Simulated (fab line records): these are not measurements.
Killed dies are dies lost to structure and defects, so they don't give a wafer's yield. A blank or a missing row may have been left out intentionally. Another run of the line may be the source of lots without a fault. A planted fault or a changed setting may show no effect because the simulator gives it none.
Chamber matching	flow n5 finfet	N5_ZERO_LAYER_ETCH_17 on rie diel-01 has 4 sister chambers
The step etches SiO2 in CF4, target depth 12 nm, time 13.3 s. 18 wafers are shown with their chamber, then 9 later ones without.

== WAFERS PAIRED WITH THEIR CHAMBERS ==
wafer	chamber	drypump motor current A (A)	showerhead plenum p Torr (Torr)	rf vpp V (V)
L075.1	1	6.5	2.19	953
L075.3	2	5.9	2.24	955
L075.5	2	6.0	2.24	954
L077.1	2	6.0	2.24	954
L077.2	3	5.0	2.07	944
L077.3	0	6.1	2.08	944
L079.1	0	6.1	2.07	944
L079.4	2	6.0	2.23	954
L079.6	0	6.1	2.07	945
L081.1	0	6.0	2.07	945
L081.2	3	5.0	2.06	942
L081.3	1	6.5	2.18	951
L082.1	0	6.0	2.07	945
L082.3	2	6.0	2.23	954
L082.6	1	6.5	2.18	952
L086.1	0	6.1	2.07	945
L086.2	1	6.5	2.18	953
L086.3	2	6.0	2.23	954

SIGNATURES (means of the wafers above)
reading	chamber 0	chamber 1	chamber 2	chamber 3	scatter within a chamber
drypump motor current A	6.067	6.500	5.983	5.000	0.0393
showerhead plenum p Torr	2.0717	2.1825	2.2350	2.0650	0.00506
rf vpp V	944.67	952.25	954.17	943.00	0.703
Rule: distance of a wafer from a chamber = root of the sum over the readings of ((wafer's reading minus chamber's mean) / reading's scatter) squared. If the next closest chamber is less than 2 further off than the closest, the wafer can't be placed; otherwise it belongs to the closest. How the scatter is found: for the shown wafers, subtract from each reading the mean of its chamber, square and add these, divide the total by (wafers less chambers), then take the root.

== WAFERS WITHOUT THEIR CHAMBER ==
wafer	drypump motor current A (A)	showerhead plenum p Torr (Torr)	rf vpp V (V)
L086.4	6.5	2.18	951
L086.5	6.0	2.07	943
L086.6	6.0	2.23	954
L088.2	6.0	2.07	942
L088.5	6.5	2.18	952
L088.6	6.0	2.07	945
L092.1	5.0	2.06	943
L092.4	6.0	2.07	943
L092.6	5.0	2.06	943

== THE CHAMBER EACH PASSED THROUGH ==
wafer	from the rows above	in truth
L086.4	1	1
L086.5	0	0
L086.6	2	2
L088.2	0	0
L088.5	1	1
L088.6	0	0
L092.1	3	3
L092.4	0	0
L092.6	3	3
Correct placement for 9 of the 9. Number that these rows cannot place: 0. Number placed wrongly: 0.
